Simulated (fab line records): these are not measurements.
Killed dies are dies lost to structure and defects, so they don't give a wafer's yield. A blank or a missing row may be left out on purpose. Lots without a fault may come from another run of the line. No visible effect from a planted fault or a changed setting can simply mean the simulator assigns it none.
fab line records	flow n5Finfet	part 1 of 2: steps 1 to 17 of 29
[record] lots = 5	wafers = 15	lastDay = 17
route steps=1938 shown BEOL_M11@1564
lots untouched by any fault: they come from a run of this same line in which no faults occurred
startH: hours from the record's first day to the start of the lot's first wafer shown	waitH: hours elapsed since this lot's preceding step	" identical to the entry in the row above	L1.1+2: a row that stands for several wafers	- no value, or no start given	* or withheld: withheld	< > ~ a bound
route shown NAME@n: NAME is a module with steps in the file, n the number in the route of the first one	usual: average and standard deviation across the fault-free wafers	same: alike in all rows	chamber/n: place in a boat	sites: per-site readings	_std_site: how widely they spread, as a standard deviation	_edge_site: inner sites' mean taken away from outer sites' mean	radiusMm: for every site, how far away it sits from the centre of the wafer	mask NAME#n: copy n	behind: the most recent tool/chamber to have shaped the wafer	hold: reason for holding the lot/hours on hold/outcome of the hold	device: which transistor (n, p or np) failed to switch	end of line: at the end of the route, the tests of the same wafers	a step given without rows: its recipe and nothing more	killed: count of dies lost to structure and defects at first sort (not the wafer's yield)	map: per-die view of a wafer (x killed, . not killed, _ where there is no die)
set.NAME: the setting that was run; set.NAME@STEP: the one run at that earlier step	model.NAME: the simulator's own value behind a step, which no gauge read
certain route steps with their lots: each step a table, each wafer a row
services: from which hour (startH, from the record's first day; less than 0 if before it) a tool's chamber was out of use, for how many hours, and why
[[steps]]
[step N5_BEOL_M11_SOFTBAKE_23]
[recipe] tempC = 110	timeS = 60	resist = CAR-ArF
[usual] resistLineTempC = 23.02/0.11
lot.wafer	tool	chamber	startH	waitH	resistLineTempC
L083.1	lithoTrack-01	0	-	-	23.00
L083.2	"	0	"	"	22.91
L083.6	"	0	"	"	23.01
L089.1	lithoTrack-02	0	-	-	23.21
L089.3	"	0	"	"	23.11
L089.6	"	0	"	"	23.09
L088.4	lithoTrack-01	0	-	-	23.03
L088.5	"	0	"	"	23.11
L088.6	"	0	"	"	23.11
L093.3	lithoTrack-02	0	-	-	22.96
L093.4	"	0	"	"	22.91
L093.6	"	0	"	"	23.08
L097.1	lithoTrack-01	0	-	-	22.93
L097.3	"	0	"	"	23.10
L097.6	"	0	"	"	23.19
[step N5_BEOL_M11_EXPOSE_25]
[recipe] maskId = V10	na = 1.35	sourceShape = annular	sigmaInner = 0.5	sigmaOuter = 0.8	polarization = unpolarized	doseMj = 85.5
lot.wafer	tool	chamber	startH	waitH	mask
L083.1+2+6	arfiScanner-03	0	293.52	-	V10#0
L089.1+3+6	arfiScanner-03	0	316.12	-	V10#0
L088.4+5+6	arfiScanner-02	0	328.47	-	V10#0
L093.3+4+6	arfiScanner-03	0	337.55	-	V10#0
L097.1+3+6	arfiScanner-02	0	372.37	-	V10#0
[step N5_BEOL_M11_PEB_26]
[recipe] pebTempC = withheld	pebTimeS = 60	resist = CAR-ArF
[usual] resistLineTempC = 23.00/0.098
[same] pebTimeS = 60
lot.wafer	tool	chamber	startH	waitH	resistLineTempC
L083.1	lithoTrack-02	0	293.59	0.1	22.73
L083.2	"	0	"	"	22.88
L083.6	"	0	"	"	22.91
L089.1	lithoTrack-02	0	316.19	0.1	23.05
L089.3	"	0	"	"	23.18
L089.6	"	0	"	"	23.00
L088.4	lithoTrack-02	0	328.52	0.0	23.07
L088.5	"	0	"	"	23.00
L088.6	"	0	"	"	22.93
L093.3	lithoTrack-05	0	337.60	0.0	23.02
L093.4	"	0	"	"	23.06
L093.6	"	0	"	"	23.15
L097.1	lithoTrack-05	0	372.43	0.1	22.99
L097.3	"	0	"	"	22.97
L097.6	"	0	"	"	23.03
[step N5_BEOL_M11_DEVELOP_27]
[recipe] developTimeS = 30	developer = TMAH	resist = CAR-ArF	rinseLiquid = diw	dry = airSpin	devTempC = 23
[usual] resistLineTempC = 23.00/0.12
lot.wafer	tool	chamber	startH	waitH	resistLineTempC
L083.1	lithoTrack-02	0	-	-	23.11
L083.2	"	0	"	"	23.12
L083.6	"	0	"	"	23.08
L089.1	lithoTrack-02	0	-	-	23.21
L089.3	"	0	"	"	22.96
L089.6	"	0	"	"	23.12
L088.4	lithoTrack-02	0	-	-	22.87
L088.5	"	0	"	"	22.94
L088.6	"	0	"	"	23.05
L093.3	lithoTrack-05	0	-	-	23.00
L093.4	"	0	"	"	22.94
L093.6	"	0	"	"	23.06
L097.1	lithoTrack-05	0	-	-	23.25
L097.3	"	0	"	"	23.08
L097.6	"	0	"	"	23.03
[step N5_BEOL_M11_CD_MEAS_28]
[recipe] targetCdNm = 70	landingEnergyEv = 500	detector = seInlens	polarity = opening
[usual] cdNm = 69.7/1
lot.wafer	tool	chamber	startH	waitH	cdNm
L083.1	cdSem-03	0	293.65	-	69.1
L083.2	"	0	"	"	69.4
L083.6	"	0	"	"	70.7
L089.1	cdSem-02	0	316.26	-	70.6
L089.3	"	0	"	"	69.1
L089.6	"	0	"	"	70.7
L088.4	cdSem-03	0	328.59	-	69.9
L088.5	"	0	"	"	69.6
L088.6	"	0	"	"	70.0
L093.3	cdSem-03	0	337.67	-	68.1
L093.4	"	0	"	"	68.3
L093.6	"	0	"	"	68.3
L097.1	cdSem-01	0	372.50	-	67.6
L097.3	"	0	"	"	70.6
L097.6	"	0	"	"	68.2
[step N5_BEOL_M11_OVL_MEAS_29]
[recipe] pointsPerWafer = 44
[usual] V10_OVL = 0.0/0.69
lot.wafer	tool	chamber	startH	waitH	V10_OVL[nm]
L083.1	overlay-01	0	293.68	0.0	-0.5
L083.2	"	0	"	"	0.5
L083.6	"	0	"	"	0.3
L089.1	overlay-01	0	316.29	0.0	-0.7
L089.3	"	0	"	"	0.5
L089.6	"	0	"	"	-1.5
L088.4	overlay-02	0	328.62	0.0	0.0
L088.5	"	0	"	"	-0.4
L088.6	"	0	"	"	-0.9
L093.3	overlay-02	0	337.70	0.0	-0.6
L093.4	"	0	"	"	-0.8
L093.6	"	0	"	"	1.0
L097.1	overlay-02	0	372.53	0.0	0.2
L097.3	"	0	"	"	0.2
L097.6	"	0	"	"	-0.1
[step N5_BEOL_M11_INSPECT_30]
[recipe] mode = adi	inspectInstrument = brightfield
[usual] rawDefectCount = 435/100
lot.wafer	tool	chamber	startH	waitH	rawDefectCount
L083.1	defectInspect-01	-	293.71	0.0	439
L083.2	"	-	"	"	493
L083.6	"	-	"	"	444
L089.1	defectInspect-02	-	316.31	0.0	367
L089.3	"	-	"	"	327
L089.6	"	-	"	"	327
L088.4	defectInspect-01	-	328.64	0.0	539
L088.5	"	-	"	"	360
L088.6	"	-	"	"	293
L093.3	defectInspect-01	-	337.72	0.0	429
L093.4	"	-	"	"	358
L093.6	"	-	"	"	350
L097.1	defectInspect-02	-	372.56	0.0	472
L097.3	"	-	"	"	373
L097.6	"	-	"	"	347
[step N5_BEOL_M11_DESCUM_33]
[recipe] chemistry = O2	timeS = 7.9	sourcePowerW = 50	biasPowerW = 20	pressureMtorr = 20	rfFrequencyHz = 2.712e+07	tempC = 40	resist = CAR-ArF	o2FlowSccm = 225
[usual] drypumpMotorCurrentA = 5.4/0.46	oesProductAu = 0.83/0.089	rfVppV = 243.7/1.4	showerheadPlenumPTorr = 2.13/0.071	throttleValvePct = 20.41/0.28
lot.wafer	tool	chamber	startH	waitH	drypumpMotorCurrentA	oesProductAu	rfHoursCounterH	rfVppV	showerheadPlenumPTorr	throttleValvePct
L083.1	rieDiel-06	3	293.74	0.0	4.8	0.67	247	244.4	2.15	20.57
L083.2	"	2	"	"	4.6	0.88	28	244.8	2.20	20.28
L083.6	"	2	"	"	4.6	0.87	-	245.1	2.20	20.27
L089.1	rieDiel-06	2	316.70	0.4	4.6	0.86	37	245.8	2.20	20.28
L089.3	"	0	"	"	4.8	0.70	242	241.7	1.97	20.70
L089.6	"	1	"	"	5.8	0.83	-	244.1	2.06	20.53
L088.4	rieDiel-04	2	328.69	0.0	5.2	0.81	-	244.8	2.13	20.23
L088.5	"	1	"	"	5.4	0.72	-	243.2	2.09	20.54
L088.6	"	0	"	"	5.6	0.87	-	244.7	2.11	20.13
L093.3	rieDiel-06	3	337.75	0.0	4.8	0.97	8	243.7	2.15	20.09
L093.4	"	2	"	"	4.7	0.86	44	246.0	2.19	20.31
L093.6	"	1	"	"	5.8	0.83	-	242.6	2.06	20.54
L097.1	rieDiel-06	2	372.59	0.0	4.6	0.82	58	245.3	2.19	20.31
L097.3	"	3	"	"	4.8	0.94	17	243.4	2.15	20.11
L097.6	"	3	"	"	4.8	0.94	-	244.3	2.15	20.10
[step N5_BEOL_M11_ETCH_65]
[recipe] chemistry = CF4	target = SiARC	targetDepthA = 390	maskMaterial = CAR-ArF	timeS = 65	ionEnergyEv = 80	pressureMtorr = 40	sourceW = 545	biasW = 36	Ar_flow_sccm = 100	cf4FlowSccm = 100	ends = cleared
[usual] drypumpMotorCurrentA = 5.4/0.46	etchRfOnTimeS = 64.1/1.6	mfcArSccm = 100.0/0.31	oesProductAu = 0.71/0.078	rfVppV = 184.4/1.2	showerheadPlenumPTorr = 2.17/0.072	throttleValvePct = 15.54/0.28
lot.wafer	tool	chamber	startH	waitH	drypumpMotorCurrentA	etchRfOnTimeS	mfcArSccm	oesProductAu	rfHoursCounterH	rfVppV	showerheadPlenumPTorr	throttleValvePct
L083.1	rieDiel-06	3	293.78	0.0	4.8	65.0	100.3	0.59	247	184.4	2.19	15.74
L083.2	"	2	"	"	4.6	63.9	100.3	0.75	28	183.9	2.27	15.54
L083.6	"	2	"	"	4.7	63.5	100.4	0.75	-	183.6	2.27	15.54
L089.1	rieDiel-06	2	316.73	0.0	4.7	63.9	99.6	0.74	37	185.4	2.26	15.56
L089.3	"	0	"	"	4.8	64.5	100.2	0.60	242	182.6	2.03	15.94
L089.6	"	1	"	"	5.8	62.4	99.9	0.72	-	183.2	2.09	15.52
L088.4	rieDiel-04	2	328.73	0.0	5.2	63.6	99.6	0.69	-	185.2	2.16	15.31
L088.5	"	1	"	"	5.3	65.7	100.0	0.61	-	184.0	2.12	15.64
L088.6	"	0	"	"	5.6	62.7	99.8	0.75	-	182.5	2.16	15.35
L093.3	rieDiel-06	3	337.79	0.0	4.8	62.4	100.1	0.84	8	184.6	2.19	15.22
L093.4	"	2	"	"	4.6	63.3	99.9	0.73	44	186.9	2.26	15.59
L093.6	"	1	"	"	5.8	62.7	100.3	0.72	-	183.6	2.08	15.52
L097.1	rieDiel-06	2	372.63	0.0	4.7	63.6	100.4	0.72	58	184.8	2.26	15.60
L097.3	"	3	"	"	4.8	61.6	99.8	0.81	17	184.8	2.19	15.24
L097.6	"	3	"	"	4.8	61.5	99.7	0.81	-	186.0	2.18	15.24
[step N5_BEOL_M11_ETCH_66]
[recipe] chemistry = N2/H2	target = SOC	targetDepthA = 1200	overetchA = 240	maskMaterial = SiARC	tempC = 40	timeS = 180	ionEnergyEv = 200	pressureMtorr = 30	sourceW = 840	biasW = 150	n2FlowSccm = 200	h2FlowSccm = 200
[usual] drypumpMotorCurrentA = 5.4/0.46	oesProductAu = 0.66/0.069	rfVppV = 524.9/2.6	showerheadPlenumPTorr = 2.58/0.091	throttleValvePct = 17.8/0.31
lot.wafer	tool	chamber	startH	waitH	drypumpMotorCurrentA	oesProductAu	rfHoursCounterH	rfVppV	showerheadPlenumPTorr	throttleValvePct
L083.1	rieDiel-06	3	293.83	0.0	4.8	0.56	247	525.3	2.62	18.0
L083.2	"	2	"	"	4.6	0.71	28	529.1	2.71	17.9
L083.6	"	2	"	"	4.7	0.71	-	528.2	2.71	17.9
L089.1	rieDiel-06	2	316.78	0.0	4.7	0.69	38	528.2	2.70	17.9
L089.3	"	0	"	"	4.8	0.57	242	519.3	2.40	18.1
L089.6	"	1	"	"	5.8	0.67	-	522.6	2.46	17.5
L088.4	rieDiel-04	2	328.81	0.1	5.2	0.65	-	524.1	2.58	17.7
L088.5	"	1	"	"	5.4	0.58	-	523.2	2.53	18.0
L088.6	"	0	"	"	5.6	0.69	-	525.1	2.57	17.5
L093.3	rieDiel-06	3	337.84	0.0	4.8	0.77	8	525.9	2.62	17.6
L093.4	"	2	"	"	4.7	0.68	44	528.5	2.70	17.9
L093.6	"	1	"	"	5.8	0.67	-	521.4	2.45	17.5
L097.1	rieDiel-06	2	372.68	0.0	4.6	0.66	58	527.5	2.69	17.9
L097.3	"	3	"	"	4.8	0.75	17	526.0	2.61	17.6
L097.6	"	3	"	"	4.8	0.75	-	525.1	2.61	17.6
[step N5_BEOL_M11_STRIP_69]
[recipe] chemistry = N2/H2	tempC = 40	n2FlowSccm = 200	h2FlowSccm = 200	rfFrequencyHz = 6e+07
lot.wafer	tool	chamber	startH	waitH
L083.1+2+6	rieDiel-06	3,2,2	293.94	0.1
L089.1+3+6	rieDiel-06	2,0,1	316.89	0.1
L088.4+5+6	rieDiel-04	2,1,0	328.88	0.0
L093.3+4+6	rieDiel-06	3,2,1	337.95	0.1
L097.1+3+6	rieDiel-06	2,3,3	372.79	0.1
[step N5_BEOL_M11_VIA_ETCH_34]
[recipe] chemistry = C4F6/O2	target = SiCOH_lowk	targetDepthA = 1845	maskMaterial = SOC	taperDeg = 4	timeS = 69.2	ionEnergyEv = 250	pressureMtorr = 30	sourceW = 345	biasW = 185	Ar_flow_sccm = 300	C4F6_flow_sccm = 10	O2_flow_sccm = 10
[usual] drypumpMotorCurrentA = 5.4/0.46	mfcArSccm = 299.9/0.73	oesProductAu = 0.83/0.091	rfVppV = 666/17	showerheadPlenumPTorr = 2.89/0.099	throttleValvePct = 20.83/0.27
lot.wafer	tool	chamber	startH	waitH	drypumpMotorCurrentA	mfcArSccm	oesProductAu	rfHoursCounterH	rfVppV	showerheadPlenumPTorr	throttleValvePct
L083.1	rieDiel-06	3	293.95	0.0	4.8	299.2	0.67	247	685	2.91	20.93
L083.2	"	2	"	"	4.7	298.8	0.88	28	665	3.01	20.90
L083.6	"	2	"	"	4.7	299.4	0.87	-	666	3.01	20.91
L089.1	rieDiel-06	2	316.90	0.0	4.6	300.7	0.86	38	666	3.01	20.91
L089.3	"	0	"	"	4.8	301.2	0.70	242	661	2.69	21.11
L089.6	"	1	"	"	5.8	299.3	0.83	-	631	2.78	20.83
L088.4	rieDiel-04	2	328.91	0.0	5.2	300.7	0.81	-	678	2.87	20.62
L088.5	"	1	"	"	5.4	300.6	0.71	-	652	2.80	20.77
L088.6	"	0	"	"	5.6	299.6	0.86	-	660	2.88	20.64
L093.3	rieDiel-06	3	337.96	0.0	4.8	300.0	0.97	8	684	2.90	20.49
L093.4	"	2	"	"	4.7	300.1	0.85	44	667	3.01	20.92
L093.6	"	1	"	"	5.8	300.6	0.83	-	629	2.77	20.86
L097.1	rieDiel-06	2	372.80	0.0	4.7	300.1	0.83	58	666	3.00	20.96
L097.3	"	3	"	"	4.8	299.7	0.96	17	686	2.90	20.51
L097.6	"	3	"	"	4.8	299.7	0.95	-	685	2.90	20.51
[step N5_BEOL_M11_STRIP_73]
[recipe] chemistry = C4F6/O2	resist = SiARC	rfFrequencyHz = 6e+07
lot.wafer	tool	chamber	startH	waitH
L083.1+2+6	rieDiel-06	3,2,2	294.00	0.0
L089.1+3+6	rieDiel-06	2,0,1	316.96	0.0
L088.4+5+6	rieDiel-04	2,1,0	328.94	0.0
L093.3+4+6	rieDiel-06	3,2,1	338.02	0.0
L097.1+3+6	rieDiel-06	2,3,3	372.85	0.0
[step N5_BEOL_M11_STRIP_36]
[recipe] chemistry = N2/H2	powerW = 450	tempC = 40	pressureMtorr = 20	rfFrequencyHz = 6e+07	overashFraction = 0.3	biasPowerW = 7	h2Frac = 0.5	n2FlowSccm = 200	h2FlowSccm = 200
[usual] drypumpMotorCurrentA = 5.4/0.47	oesProductAu = 0.83/0.09	rfVppV = 59.3/1.7	showerheadPlenumPTorr = 2.58/0.091	throttleValvePct = 23.6/0.41
lot.wafer	tool	chamber	startH	waitH	drypumpMotorCurrentA	oesProductAu	rfHoursCounterH	rfVppV	showerheadPlenumPTorr	throttleValvePct
L083.1	rieDiel-06	3	294.01	0.0	4.8	0.67	247	61.0	2.62	23.9
L083.2	"	2	"	"	4.7	0.88	28	57.7	2.70	23.9
L083.6	"	2	"	"	4.6	0.88	-	57.9	2.70	23.9
L089.1	rieDiel-06	2	316.97	0.0	4.6	0.87	38	57.1	2.70	23.9
L089.3	"	0	"	"	4.8	0.71	242	62.0	2.40	23.8
L089.6	"	1	"	"	5.8	0.83	-	58.2	2.45	23.2
L088.4	rieDiel-04	2	328.96	0.0	5.2	0.80	-	56.6	2.57	23.6
L088.5	"	1	"	"	5.4	0.71	-	57.7	2.53	24.1
L088.6	"	0	"	"	5.6	0.87	-	58.9	2.57	23.2
L093.3	rieDiel-06	3	338.03	0.0	4.8	0.96	8	59.5	2.61	23.4
L093.4	"	2	"	"	4.6	0.87	44	58.2	2.69	23.9
L093.6	"	1	"	"	5.8	0.82	-	57.0	2.45	23.2
L097.1	rieDiel-06	2	372.86	0.0	4.6	0.83	58	61.1	2.69	24.0
L097.3	"	3	"	"	4.8	0.94	17	55.7	2.61	23.4
L097.6	"	3	"	"	4.8	0.94	-	62.3	2.61	23.4
[step N5_BEOL_M11_TRENCH_ETCH_37]
[recipe] chemistry = C4F6/O2	targetDepthA = 1488.3	target = SiCOH_lowk	timeS = 48	ionEnergyEv = 250	pressureMtorr = 30	sourceW = 345	biasW = 185	Ar_flow_sccm = 300	C4F6_flow_sccm = 10	O2_flow_sccm = 10
[usual] drypumpMotorCurrentA = 5.4/0.46	mfcArSccm = 299.9/0.91	oesProductAu = 0.83/0.092	rfVppV = 666/17	showerheadPlenumPTorr = 2.89/0.099	throttleValvePct = 20.85/0.27
lot.wafer	tool	chamber	startH	waitH	drypumpMotorCurrentA	mfcArSccm	oesProductAu	rfHoursCounterH	rfVppV	showerheadPlenumPTorr	throttleValvePct
L083.1	rieDiel-06	3	-	-	4.8	300.9	0.69	247	686	2.91	20.97
L083.2	"	2	"	"	4.6	301.1	0.88	28	665	3.01	20.93
L083.6	"	2	"	"	4.7	300.3	0.88	-	666	3.01	20.93
L089.1	rieDiel-06	2	-	-	4.7	300.3	0.86	38	665	3.01	20.93
L089.3	"	0	"	"	4.8	300.6	0.71	242	661	2.69	21.14
L089.6	"	1	"	"	5.8	299.2	0.84	-	632	2.78	20.88
L088.4	rieDiel-04	2	-	-	5.2	300.6	0.81	-	679	2.87	20.64
L088.5	"	1	"	"	5.4	297.7	0.71	-	652	2.80	20.79
L088.6	"	0	"	"	5.5	299.0	0.87	-	658	2.88	20.69
L093.3	rieDiel-06	3	-	-	4.8	299.3	0.99	8	686	2.90	20.55
L093.4	"	2	"	"	4.6	301.1	0.87	44	665	3.01	20.96
L093.6	"	1	"	"	5.8	300.1	0.84	-	631	2.77	20.89
L097.1	rieDiel-06	2	-	-	4.6	300.4	0.83	58	665	3.00	20.98
L097.3	"	3	"	"	4.8	297.8	0.95	17	686	2.90	20.54
L097.6	"	3	"	"	4.8	299.2	0.95	-	686	2.90	20.54
[step N5_BEOL_M11_ETCH_41]
[recipe] chemistry = CH3F/O2	target = SiCN	targetDepthA = 426	taperDeg = 2	timeS = 86	ionEnergyEv = 120	maskMaterial = TiN	pressureMtorr = 30	sourceW = 395	biasW = 75	Ar_flow_sccm = 150	CH3F_flow_sccm = 30	O2_flow_sccm = 20
[usual] drypumpMotorCurrentA = 5.4/0.46	mfcArSccm = 150.0/0.47	oesProductAu = 0.83/0.091	rfVppV = 298.0/1.7	showerheadPlenumPTorr = 2.03/0.072	throttleValvePct = 16.24/0.27
lot.wafer	tool	chamber	startH	waitH	drypumpMotorCurrentA	mfcArSccm	oesProductAu	rfHoursCounterH	rfVppV	showerheadPlenumPTorr	throttleValvePct
L083.1	rieDiel-06	3	-	-	4.8	149.6	0.68	247	297.8	2.05	16.43
L083.2	"	2	"	"	4.6	150.1	0.88	28	300.3	2.12	16.28
L083.6	"	2	"	"	4.6	149.6	0.89	-	298.3	2.12	16.26
L089.1	rieDiel-06	2	-	-	4.7	150.2	0.86	38	298.3	2.12	16.27
L089.3	"	0	"	"	4.8	150.3	0.70	242	296.1	1.88	16.60
L089.6	"	1	"	"	5.8	149.6	0.84	-	296.3	1.95	16.24
L088.4	rieDiel-04	2	-	-	5.2	149.6	0.81	-	299.7	2.02	16.02
L088.5	"	1	"	"	5.3	150.0	0.71	-	296.0	1.97	16.26
L088.6	"	0	"	"	5.6	149.1	0.87	-	298.0	2.03	16.07
L093.3	rieDiel-06	3	-	-	4.8	149.0	0.98	8	297.9	2.04	15.92
L093.4	"	2	"	"	4.7	150.1	0.86	44	299.4	2.12	16.28
L093.6	"	1	"	"	5.8	150.1	0.82	-	295.1	1.95	16.26
L097.1	rieDiel-06	2	-	-	4.7	149.7	0.84	58	298.8	2.11	16.31
L097.3	"	3	"	"	4.8	149.9	0.95	17	297.4	2.04	15.91
L097.6	"	3	"	"	4.8	150.4	0.95	-	299.6	2.04	15.93
[step N5_BEOL_M11_STRIP_77]
[recipe] chemistry = N2/H2	timeS = 10	powerW = 450	tempC = 40	pressureMtorr = 20	rfFrequencyHz = 6e+07	biasPowerW = 7	n2FlowSccm = 200	h2FlowSccm = 200
[usual] drypumpMotorCurrentA = 5.4/0.47	oesProductAu = 0.83/0.09	rfVppV = 59.3/0.86	showerheadPlenumPTorr = 2.58/0.091	throttleValvePct = 23.6/0.41
lot.wafer	tool	chamber	startH	waitH	drypumpMotorCurrentA	oesProductAu	rfHoursCounterH	rfVppV	showerheadPlenumPTorr	throttleValvePct
L083.1	rieDiel-06	3	-	-	4.8	0.67	247	59.4	2.62	23.9
L083.2	"	2	"	"	4.7	0.89	28	59.6	2.70	23.9
L083.6	"	2	"	"	4.7	0.88	-	59.3	2.70	23.9
L089.1	rieDiel-06	2	-	-	4.7	0.86	38	59.3	2.70	23.9
L089.3	"	0	"	"	4.8	0.71	242	58.4	2.40	23.8
L089.6	"	1	"	"	5.8	0.84	-	59.8	2.45	23.2
L088.4	rieDiel-04	2	-	-	5.2	0.81	-	59.3	2.57	23.6
L088.5	"	1	"	"	5.4	0.72	-	61.0	2.53	24.1
L088.6	"	0	"	"	5.6	0.86	-	59.5	2.57	23.2
L093.3	rieDiel-06	3	-	-	4.8	0.96	8	60.0	2.61	23.4
L093.4	"	2	"	"	4.7	0.86	44	58.5	2.69	23.9
L093.6	"	1	"	"	5.8	0.83	-	59.8	2.45	23.2
L097.1	rieDiel-06	2	-	-	4.7	0.84	58	57.5	2.69	24.0
L097.3	"	3	"	"	4.8	0.94	17	59.1	2.61	23.4
L097.6	"	3	"	"	4.8	0.93	-	60.1	2.61	23.4
